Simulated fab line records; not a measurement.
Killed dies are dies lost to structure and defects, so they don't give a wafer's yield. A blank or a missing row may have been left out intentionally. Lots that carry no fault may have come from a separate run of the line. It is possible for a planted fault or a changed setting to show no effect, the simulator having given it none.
8D (eight disciplines) problem report, filled in by code    flow n5Finfet    the parts of the form that need people (team, actions taken, sign-off) are left out

## 1. THE PROBLEM
REXT_P at N5_BEOL_M4_RC_MEAS_101 reads a mean of 121.3 ohm.um on 5 wafers of 4 lots; wafers without a fault read 100.4 ohm.um with a standard deviation of 2.1. Relative to the usual mean, that is a shift of +10 standard deviations.
Seen first at day 10 05:30 on prober-01, wafer L604.2. At this step, 30 wafers from 10 lots have a number in the record. Rule for "out", or "out of limits": more than 4 standard deviations from the usual mean. All remaining wafers that have a number are taken as sound.

## 2. WHAT IT IS, AND WHAT IT ISN'T
question                     is                                      is not
which readings at this step  REXT_P                                  DIBL_N, IOFF_N, ION_N, VT_N
which lots                   L604, L605, L606, L607                  L596, L597, L598, L602, L614, L617
which wafers of those lots   L604.2, L605.2, L606.2, L606.4, L607.5  L604.1, L604.3, L605.1, L605.3, L606.1, L607.1, L607.6
read on which gauges         prober-01, prober-02                    -
when                         from day 10 05:30                       up to then (14 sound wafers); but 11 sound wafers of L605, L606, L607, L614, L617 came after

## 3. THE SUSPECTS, EACH WITH WHAT RULES IT OUT
Counting: a tool at a process step up to the reading stays a suspect if it ran every lot that is out. Sound lots after the first of them don't rule it out here, since some wafers of a struck lot are sound.
- the gauge at N5_BEOL_M4_RC_MEAS_101: ruled out. 2 gauges (prober-01, prober-02) read the wafers that are out.
- epiRpcvd-03 at N5_SD_EPI_P_VAPOR_ETCH_44 (etches SiGe30 in NF3/Ar, time 3.3 s): kept. Every lot that is out went through it, the first being L604 (day 5 21:53); the last sound lot it ran before that was L598 (day 4 09:13).
After counting, what remains is epiRpcvd-03 at N5_SD_EPI_P_VAPOR_ETCH_44.

## 4. THE CAUSE (what the simulator had put in)
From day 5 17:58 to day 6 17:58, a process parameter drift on epiRpcvd-03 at N5_SD_EPI_P_VAPOR_ETCH_44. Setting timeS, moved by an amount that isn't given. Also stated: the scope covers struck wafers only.
After counting, this tool was the only one left.

## 5. SEQUENCE OF EFFECTS, ordered by route
Each row: a reading whose mean over the struck wafers that have a number lies more than 3 standard deviations from the usual. Only readings for which the record gives a usual standard deviation are gone through. hours: the time from each lot's start at the first step in this table that gives one to its start at this step, as a median over the lots. sigmas: the change in usual standard deviations.
hours  step                     reading           usual         on struck wafers  change  sigmas
0      N5_BEOL_M4_RC_MEAS_101   ION_P             462 uA/um     424               -38     -4.5
0      N5_BEOL_M4_RC_MEAS_101   REXT_P            100.4 ohm.um  121.3             +20.9   +10
0      N5_BEOL_M4_RC_MEAS_101   VT_P_LVT          -100 mV       -111              -11     -3.5
100    N5_PASSIVATION_PROBE_49  sort_bin_8_speed  0.1 %         50.4              +50.3   +73
100    N5_PASSIVATION_PROBE_49  sortNPass         1077          476               -601    -32
100    N5_PASSIVATION_PROBE_49  sortYieldPct      91.3 %        40.3              -51.0   -32
It contains these process steps:
- N5_PASSIVATION_PROBE_49

## 6. WHAT WOULD HAVE CAUGHT IT SOONER
108 hours passed between the start of the fault at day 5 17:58 and the first reading out of limits at a measuring or inspecting step in this record, taken at day 10 05:30.
By day 10 05:30 the whole set of lots that are out, 4 in number, had already begun N5_SD_EPI_P_VAPOR_ETCH_44 on epiRpcvd-03. Had the tool been put on hold then, not one of them would have been saved.
